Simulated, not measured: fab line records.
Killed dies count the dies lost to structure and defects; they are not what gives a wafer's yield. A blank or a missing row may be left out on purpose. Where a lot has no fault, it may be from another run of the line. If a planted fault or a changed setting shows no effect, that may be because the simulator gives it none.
Chamber matching + flow nandHarc + NHARC_A_STAIRCASE_DESCUM_252 on rieDiel-04: 4 sister chambers
The step chemistry O2, time 3 s. 4 wafers are shown with their chamber, then 12 later ones without.

## WAFERS, EACH WITH ITS CHAMBER
| wafer  | chamber | drypumpMotorCurrentA (A) |
|--------|---------|--------------------------|
| L087.3 | 1       | 6.2                      |
| L089.3 | 0       | 5.0                      |
| L089.4 | 3       | 5.3                      |
| L089.5 | 2       | 5.7                      |

## WAFERS WITH NO CHAMBER GIVEN
| wafer  | drypumpMotorCurrentA (A) |
|--------|--------------------------|
| L090.1 | 6.2                      |
| L090.2 | 5.7                      |
| L090.3 | 5.3                      |
| L093.2 | 6.2                      |
| L093.3 | 5.3                      |
| L093.6 | 6.2                      |
| L094.1 | 5.0                      |
| L094.3 | 6.2                      |
| L094.5 | 5.0                      |
| L097.2 | 5.1                      |
| L097.3 | 5.7                      |
| L097.6 | 5.3                      |

## THE CHAMBER EACH PASSED THROUGH
| wafer  | from the rows above | in truth |
|--------|---------------------|----------|
| L090.1 | 1                   | 1        |
| L090.2 | 2                   | 2        |
| L090.3 | 3                   | 3        |
| L093.2 | 1                   | 1        |
| L093.3 | 3                   | 3        |
| L093.6 | 1                   | 1        |
| L094.1 | 0                   | 0        |
| L094.3 | 1                   | 1        |
| L094.5 | 0                   | 0        |
| L097.2 | 0                   | 0        |
| L097.3 | 2                   | 2        |
| L097.6 | 3                   | 3        |
Correct placement for 12 of the 12. Not placeable from these rows: 0. Placed wrongly: 0.
How it was worked out, from the rows above alone: a wafer's distance from a chamber is the root of the sum, over the readings, of the square of ((its reading less the chamber's mean) divided by the reading's scatter). The wafer belongs to the nearest chamber; if the next one is less than 2 further off, it can't be placed. The mean given for a chamber averages the wafers shown for that chamber. The scatter: root of mean squared gap, hidden wafer to nearest shown wafer, with one shown wafer a chamber.
